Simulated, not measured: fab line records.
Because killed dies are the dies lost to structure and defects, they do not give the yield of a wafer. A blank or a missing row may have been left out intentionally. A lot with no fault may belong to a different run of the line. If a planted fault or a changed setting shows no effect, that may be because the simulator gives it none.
A lot that was struck, set against a sound lot	flow n5 finfet	35 out of 1938 route steps
Sound: the wafers L837.2, L837.4, L837.6. Struck: wafers L849.1, L849.6. The cause is given at the end.
Each step with rows lists, per side, the tool, then ch with its chambers, then its first start. Under that, the readings that differ: sound wafers	struck wafers	difference of the means	sigmas: that difference in standard deviations of wafers without a fault.
alike: same words and numbers on both sides, and readings whose means sit less than 2 such deviations apart. not compared: any withheld reading, any reading some wafer has no value for, any bound like >300 that may hide the same value, and any number with overlapping values for which the record gives no deviation.
The two part at a step that has a row with sigmas, a row that says differs or no value, or rows on one side only. Numbers that don't overlap but have no deviation are shown without sigmas and don't part them. A reading that every wafer of one side lacks parts them only if that side has two wafers or more.

first, 12 steps without rows for these wafers: N5_SD_EPI_P_ETCH_37 (etches SOC in N2/H2, overetch 108 nm, time 486 s); N5_SD_EPI_P_STRIP_38 (strips in N2/H2); N5_SD_EPI_P_ETCHBACK_46 (etches SiNx in CH3F/O2, stops on SiO2, target depth 17.5 nm); N5_SD_EPI_P_ETCH_47 (etches SiOCN in CH3F/O2, target depth 25 nm); N5_SD_EPI_P_ETCH_16 (etches SiO2 in CHF3/O2, target depth 5 nm); N5_SD_EPI_P_STRIP_50 (strips in CHF3/O2); N5_SD_EPI_P_SD_RECESS_17 (chemistry HBr/Cl2/O2, target depth 39.1 nm, bt time 3 s); N5_SD_EPI_P_WET_ETCH_45 (etches SiO2 in dHF, time 10.7 s, target depth 2 nm, rinse time 30 s); N5_SD_EPI_P_STRIP_40 (strips in N2/H2); N5_SD_EPI_P_PRECLEAN_52 (cleans in O3/DIW, time 60 s); N5_SD_EPI_P_SRD_20 (time 30 s); N5_SD_EPI_P_PRECLEAN_51 (cleans in NF3:NH3, afs cycles 1, time 20 s, sublimation time 60 s).
N5_SD_EPI_P_VAPOR_ETCH_44: etches SiGe30 in NF3/Ar, time 3.3 s.
  sound on epi rpcvd-01 ch 0, day 3 12:19; struck on epi rpcvd-03 ch 0, day 6 16:59
then, 20 steps without rows for these wafers: N5_SD_EPI_P_EPI_21 (deposits SiGe:B, time 355 s); N5_SD_EPI_P_HM_STRIP_48 (strips SiNx in H3PO4, material SiNx, target depth 3 nm); N5_SD_EPI_P_SRD_49 (time 30 s); N5_SD_EPI_P_PRECLEAN_24 (cleans in O3/DIW, time 45 s); N5_SD_EPI_P_PRECLEAN_32 (cleans in dHF, time 10 s); N5_SD_EPI_P_PRECLEAN_33 (cleans in SC2, time 45 s); N5_SD_EPI_P_SRD_25 (time 30 s); N5_SD_ACTIVATION_RTA_00 (time 0 s); N5_SD_ACTIVATION_LSA_01 (time 0.0008 s); N5_ILD0_LINER_00 (material SiNx, target thk 4 nm, pulse time 1 s, purge time 2 s); N5_ILD0_FCVD_FILL_01 (material SiO2 flowable, target thk 200 nm, time 328.3 s); N5_ILD0_CURE_02 (time 1800 s); N5_ILD0_CMP_03 (polishes, stops on SiNx, t overpolish 1.9 s, target thk 197.38 nm); N5_ILD0_CMP_07 (polishes SiO2 flowable, stops on poly-Si, t overpolish 1.18 s, target thk 138.88 nm); N5_ILD0_PRECLEAN_10 (cleans in NF3:NH3, afs cycles 5, time 20 s, sublimation time 60 s); N5_ILD0_ALD_15 (deposits SiNx, target thk 24 nm, pulse time 1 s, ald cycles 480); N5_ILD0_CMP_12 (polishes SiNx, stops on poly-Si, t overpolish 6 s, target thk 17.67 nm); N5_SDB_HM_DEP_00 (deposits SiNx from SiH4/NH3/N2, target thk 40 nm, time 35.3 s); N5_SDB_COAT_03 (time 60 s, resist thk 100 nm); N5_SDB_COAT_04 (time 60 s, resist thk 18 nm).
-- the record jumps here: 8 days lie between the struck wafers' starts before and after (it left off in module SDB and takes up again in module BEOL_M4, whose first step shown is number 1111 of the route) --
N5_BEOL_M4_RC_MEAS_101:
  sound on prober-02 ch 0, day 7 18:35; struck on prober-01 ch 0, day 14 14:39
reading	sound	struck	difference	sigmas
DIBL_P (mV/V)	37.3 34.8 34.3	28.9 31.1	-5.5	-3
IOFF_P (nA/um)	0.25 0.21 0.20	0.10 0.11	-0.11	-3
IOFF_P_85C (nA/um)	4.1 3.6 3.5	1.8 2.1	-1.8	-4
IOFF_P_LIN (nA/um)	0.112 0.100 0.096	0.052 0.059	-0.047	-4
ION_P (uA/um)	466 468 475	418 421	-50	-6
REXT_P (ohm.um)	100.6 102.5 100.1	138.1 137.9	+36.9	+14
SS_P (mV/dec)	73.6 73.7 73.3	71.5 71.7	-1.9	-3
VT_P (mV)	-248 -248 -249	-262 -264	-15	-5
VT_P_LVT (mV)	-95.7 -97.4 -99.5	-114.4 -111.7	-15.5	-6
  alike: DIBL_N, IOFF_N, ION_N, SS_N, VT_N
-- the record jumps here: 5 days lie between the struck wafers' starts before and after (it left off in module BEOL_M4 and takes up again in module PASSIVATION, whose first step shown is number 1936 of the route) --
N5_PASSIVATION_PROBE_49:
  sound on prober-01 at day 11 09:53; struck on prober-02 at day 19 10:06
reading	sound	struck	difference	sigmas
killed at contacts	11 6 4	22 28	+18	+2
sort_bin_5_function (%)	5.1 4.3 4.5	6.3 7.5	+2.3	+2
sort_bin_8_speed (%)	0 0 0	87.03 85.51	+86.27	+99 or more
sort n pass	1073 1090 1081	26 35	-1051	-58
sort yield pct (%)	90.9 92.4 91.6	2.2 3.0	-89.0	-59
  alike: defect limited yield, killed_at_M0_to_M3, killed_at_M4_up, killed at front end, killed at other, killed dies, killed open, killed short, sort_bin_6_memory

== WHERE THEY PART ==
First at N5_BEOL_M4_RC_MEAS_101; last, within this record, at N5_PASSIVATION_PROBE_49.

WHY: the cause the simulator had injected
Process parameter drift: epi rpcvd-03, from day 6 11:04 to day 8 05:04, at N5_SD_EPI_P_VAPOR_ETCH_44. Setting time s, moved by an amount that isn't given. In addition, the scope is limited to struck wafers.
